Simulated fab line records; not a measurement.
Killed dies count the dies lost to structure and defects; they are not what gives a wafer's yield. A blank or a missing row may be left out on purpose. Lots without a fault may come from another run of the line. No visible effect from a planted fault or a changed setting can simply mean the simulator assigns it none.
One fault seen from 3 desks + flow n5 finfet + only its own numbers are on each desk; what lay behind them is given at the end

## THE DEFECT DESK
Counts from the inspections along the route, per lot, as means over the sampled wafers that have a number. A lot is out of limits, marked OUT, if its mean lies more than 4 standard deviations from the usual mean; the brackets give that distance.
Columns: A = raw defect count at N5_MIM_BOT_LITHO_INSPECT_12, usual 1.9
| lot  | first seen here | A   |
|------|-----------------|-----|
| L511 | day 14 02:55    | 1.7 |
| L513 | day 15 01:20    | 2.3 |
| L523 | day 17 05:40    | 2.0 |
| L520 | day 17 12:07    | 1.7 |
| L526 | day 17 15:14    | 1.3 |
| L528 | day 17 19:06    | 1.7 |
| L531 | day 18 04:08    | 2.0 |
This desk's finding: nothing out of limits on any of the 7 lots.

## THE METROLOGY DESK
What the gauges read, lot by lot, whatever tool the lot ran on: means of the sampled wafers that have a number. A lot is out of limits, marked OUT, if its mean lies more than 4 standard deviations from the usual mean; the brackets give that distance.
Columns: A = cd nm at N5_MIM_BOT_LITHO_CD_MEAS_08, usual 2999.0 nm; B = MIM_BOT_OVL at N5_MIM_BOT_LITHO_OVL_MEAS_11, usual 0 nm
| lot  | first seen here | A      | B  |
|------|-----------------|--------|----|
| L511 | day 14 02:52    | 2998.3 | 0  |
| L513 | day 15 01:17    | 3000.0 | 0  |
| L523 | day 17 05:36    | 2996.5 | -2 |
| L520 | day 17 12:04    | 2998.5 | 2  |
| L526 | day 17 15:11    | 3000.6 | -8 |
| L528 | day 17 19:02    | 3000.0 | 4  |
| L531 | day 18 04:04    | 2998.2 | 3  |
This desk's finding: nothing out of limits on any of the 7 lots.

## TOOL OWNER'S DESK, rie metal-01
The tool's own readings at N5_MIM_BOT_ETCH_ETCH_03 (etches the open film in Cl2/BCl3, target depth 12 nm): means of the sampled wafers that have a number, for each lot that ran on this tool. A lot is out of limits, marked OUT, if its mean lies more than 4 standard deviations from the usual mean; the brackets give that distance.
Columns: A = drypump motor current A at N5_MIM_BOT_ETCH_ETCH_03, usual 5.86 A; B = oes product au at N5_MIM_BOT_ETCH_ETCH_03, usual 0.78 a.u.; C = throttle valve pct at N5_MIM_BOT_ETCH_ETCH_03, usual 27.50 %
| lot  | first seen here | A    | B    | C     |
|------|-----------------|------|------|-------|
| L511 | day 14 03:14    | 6.07 | 0.86 | 27.42 |
| L513 | day 15 01:34    | 5.97 | 0.77 | 27.50 |
| L523 | day 17 05:50    | 6.09 | 0.81 | 27.45 |
| L520 | day 17 12:19    | 5.91 | 0.63 | 27.60 |
| L526 | day 17 15:25    | 6.06 | 0.71 | 27.45 |
| L528 | day 17 19:23    | 6.06 | 0.71 | 27.45 |
This desk's finding: nothing out of limits on any of the 6 lots.

## ALL TOGETHER
No out-of-limits result turned up at the defect desk.
At the metrology desk, nothing out of limits was observed.
Nothing out of limits was seen by the tool owner's desk.

## WHAT THE SIMULATOR PUT IN
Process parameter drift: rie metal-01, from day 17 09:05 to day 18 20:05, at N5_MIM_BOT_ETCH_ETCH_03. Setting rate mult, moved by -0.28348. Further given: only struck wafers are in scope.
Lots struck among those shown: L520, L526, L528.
